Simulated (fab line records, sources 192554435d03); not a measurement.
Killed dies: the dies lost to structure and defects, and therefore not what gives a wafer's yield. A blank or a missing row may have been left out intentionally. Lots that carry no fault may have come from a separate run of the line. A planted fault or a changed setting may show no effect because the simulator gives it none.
Split-lot experiment	flow n5Finfet	7 lots, 39 wafers read, on a route of 1938 steps

## ABOUT THE SPLIT
At N5_BEOL_M13_TRENCH_ETCH_34 (etches SiOC in C4F8/O2/Ar, target depth 413.47 nm, time 162.6 s), the setting timeS was moved away from the recipe's 162.6 s on 15 of the 39 wafers read, by -47.1% to +56.8%. For the rest of the wafers, this setting stayed at what the recipe calls for.

## FROM THE SPLIT TO THE READING: what the file shows between them, 10 steps
- N5_BEOL_M13_STRIP_70: strips in C4F8/O2/Ar
- N5_BEOL_M13_OCD_MEAS_35
- N5_BEOL_M13_STRIP_37: strips in N2/H2
- N5_BEOL_M13_ETCH_38: etches SiCN in CF4/N2, target depth 67.5 nm, time 71.9 s
- N5_BEOL_M13_ECD_47: material Cu, target thk 936 nm
- N5_BEOL_M13_ANNEAL_48: time 90 s
- N5_BEOL_M13_CMP_49: polishes, stops on SiOC, t overpolish 17.1 s, target thk 420 nm
- N5_BEOL_M13_THK_MEAS_50: measures by xrf
- N5_BEOL_M13_PRE_CLEAN_52: time 15 s
- N5_BEOL_M13_DEP_53: deposits SiCN from 3MS/NH3, target thk 50 nm, time 17.8 s

## THE READING
At N5_BEOL_M13_RS_MEAS_54, a four-point-probe measurement gives M13_RS in ohm/sq. On this fab line, fault-free wafers typically give 0.0454 ohm/sq with a standard deviation of 0.00063 ohm/sq.

wafer	tool, chamber at the split	timeS as run, s	against the recipe	M13_RS, ohm/sq	against lot-mates on the recipe
L076.1	rieDiel-05, 2	162.6	recipe	0.0453	-
L076.3	rieDiel-05, 0	162.6	recipe	0.0449	-
L076.4	rieDiel-05, 3	162.6	recipe	0.0451	-
L081.1	rieDiel-01, 2	201.9	+24.2%	0.0360	-0.0099
L081.2	rieDiel-01, 1	201.9	+24.2%	0.0364	-0.0095
L081.3	rieDiel-01, 3	162.6	recipe	0.0470	-
L081.4	rieDiel-01, 0	162.6	recipe	0.0453	-
L081.5	rieDiel-01, 0	162.6	recipe	0.0455	-
L081.6	rieDiel-01, 1	201.9	+24.2%	0.0365	-0.0094
L084.1	rieDiel-03, 1	86.08	-47.1%	0.0846	+0.0398
L084.2	rieDiel-03, 2	162.6	recipe	0.0451	-
L084.3	rieDiel-03, 3	162.6	recipe	0.0446	-
L084.4	rieDiel-03, 0	86.08	-47.1%	0.0883	+0.0435
L084.5	rieDiel-03, 1	162.6	recipe	0.0448	-
L084.6	rieDiel-03, 2	86.08	-47.1%	0.0862	+0.0414
L086.1	rieDiel-01, 2	162.6	recipe	0.0446	-
L086.2	rieDiel-01, 1	120	-26.2%	0.0615	+0.0161
L086.3	rieDiel-01, 3	120	-26.2%	0.0638	+0.0184
L086.4	rieDiel-01, 0	162.6	recipe	0.0448	-
L086.5	rieDiel-01, 3	162.6	recipe	0.0469	-
L086.6	rieDiel-01, 0	120	-26.2%	0.0611	+0.0157
L087.1	rieDiel-03, 1	162.6	recipe	0.0454	-
L087.2	rieDiel-03, 0	162.6	recipe	0.0459	-
L087.3	rieDiel-03, 2	254.9	+56.8%	0.0288	-0.0169
L087.4	rieDiel-03, 3	254.9	+56.8%	0.0282	-0.0175
L087.5	rieDiel-03, 1	254.9	+56.8%	0.0287	-0.0170
L087.6	rieDiel-03, 0	162.6	recipe	0.0458	-
L090.1	rieDiel-05, 1	162.6	recipe	0.0456	-
L090.2	rieDiel-05, 0	162.6	recipe	0.0461	-
L090.3	rieDiel-05, 2	162.6	recipe	0.0454	-
L090.4	rieDiel-05, 2	162.6	recipe	0.0454	-
L090.5	rieDiel-05, 0	162.6	recipe	0.0462	-
L090.6	rieDiel-05, 1	162.6	recipe	0.0459	-
L096.1	rieDiel-01, 1	162.6	recipe	0.0459	-
L096.2	rieDiel-01, 3	188.6	+16.0%	0.0382	-0.0073
L096.3	rieDiel-01, 2	162.6	recipe	0.0455	-
L096.4	rieDiel-01, 0	188.6	+16.0%	0.0392	-0.0063
L096.5	rieDiel-01, 1	188.6	+16.0%	0.0391	-0.0064
L096.6	rieDiel-01, 2	162.6	recipe	0.0451	-

THE FIT
A straight line over all 39 wafers: M13_RS changes by -0.000534 ohm/sq for each +1% of timeS; r = -0.92; the points scatter about the line by 0.0053 ohm/sq.
The same after taking each lot's own level away (the mean of its wafers on the recipe; 39 wafers): -0.000542 ohm/sq for each +1%; r = -0.92; scatter 0.0054 ohm/sq.
Per that fit: largest timeS move, reading shift of 0.031 ohm/sq.
Measured against the standard deviation above, the lots' own levels, which go from 0.04483 to 0.04593 ohm/sq, span 1.7 times it.
Consequently the slope shifts little with the lot-to-lot level, the two slopes agreeing.
Check: with one of the wafers moved furthest among these (+56.8%) left out of the fit, the line predicts -0.0301 ohm/sq for it against its lot-mates. It came out at -0.0169 ohm/sq against them.

## THE WHOLE CHAIN: every reading that the file lists as answering this split, in the file's order
step	what it does	reading	change (the file's fit)	r (the file's)
N5_BEOL_M13_TRENCH_ETCH_34	etches SiOC in C4F8/O2/Ar, target depth 413.47 nm, time 162.6 s	etch.depthNm (the simulator's own value, which no gauge read)	+4.21 nm for each +1% of the setting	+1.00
N5_BEOL_M13_OCD_MEAS_35		trenchDepthNm	+4.21 nm for each +1% of the setting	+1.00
N5_BEOL_M13_CMP_49	polishes, stops on SiOC, t overpolish 17.1 s, target thk 420 nm	Cu_of_BEOL_M13_ECD_47.thkNm (the simulator's own value, which no gauge read)	+4.22 nm for each +1% of the setting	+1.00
N5_BEOL_M13_THK_MEAS_50	measures by xrf	M13_THK	+4.31 for each +1% of the setting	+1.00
N5_BEOL_M13_RS_MEAS_54	measures by four-point-probe	M13_RS	-0.000532 for each +1% of the setting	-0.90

## THE FILE'S OWN FIT
M13_RS changes by -0.000532 ohm/sq for each +1% of timeS, r = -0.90.
